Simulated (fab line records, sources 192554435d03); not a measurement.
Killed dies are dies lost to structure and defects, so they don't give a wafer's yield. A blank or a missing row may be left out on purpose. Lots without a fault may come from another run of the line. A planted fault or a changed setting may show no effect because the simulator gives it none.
Chamber matching | flow n5_finfet | N5_BEOL_M6_DESCUM_16 on rie_diel-06: 4 sister chambers
The step chemistry O2, time 7.9 s. 8 wafers are shown with their chamber, then 10 later ones without.

WAFERS WITH THEIR CHAMBER
wafer  | chamber | drypump_motor_current_A (A) | showerhead_plenum_p_Torr (Torr)
L082.1 | 1       | 5.4                         | 2.21
L082.2 | 2       | 6.3                         | 2.05
L082.3 | 3       | 6.4                         | 2.05
L082.4 | 0       | 5.8                         | 2.01
L082.5 | 2       | 6.3                         | 2.05
L082.6 | 1       | 5.4                         | 2.21
L084.1 | 3       | 6.5                         | 2.05
L084.3 | 0       | 5.8                         | 2.02

WAFERS WITHOUT THEIR CHAMBER
wafer  | drypump_motor_current_A (A) | showerhead_plenum_p_Torr (Torr)
L084.6 | 6.4                         | 2.05
L085.3 | 5.4                         | 2.21
L085.4 | 5.8                         | 2.01
L085.5 | 6.3                         | 2.05
L095.2 | 5.3                         | 2.20
L095.3 | 6.5                         | 2.04
L095.5 | 5.8                         | 2.01
L096.1 | 6.4                         | 2.04
L096.2 | 6.3                         | 2.04
L096.4 | 5.3                         | 2.20

WHICH CHAMBER EACH WENT THROUGH
wafer  | from the rows above     | in truth
L084.6 | can't be placed: 3 or 2 | 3
L085.3 | 1                       | 1
L085.4 | 0                       | 0
L085.5 | 2                       | 2
L095.2 | 1                       | 1
L095.3 | 3                       | 3
L095.5 | 0                       | 0
L096.1 | can't be placed: 3 or 2 | 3
L096.2 | 2                       | 2
L096.4 | 1                       | 1
Placed correctly: 8 of 10. Can't be placed from these rows: 2 (the true chamber is among the candidates in 2). Placed wrongly: 0.
How it was worked out, from the rows above alone: a wafer's distance from a chamber is the root of the sum, over the readings, of the square of ((its reading less the chamber's mean) divided by the reading's scatter). The wafer belongs to the nearest chamber; if the next one is less than 2 further off, it can't be placed. A chamber's mean is the mean of its shown wafers. The scatter: the root of (the sum of the squares of (reading less its chamber's mean) over the shown wafers, divided by (wafers less chambers)).
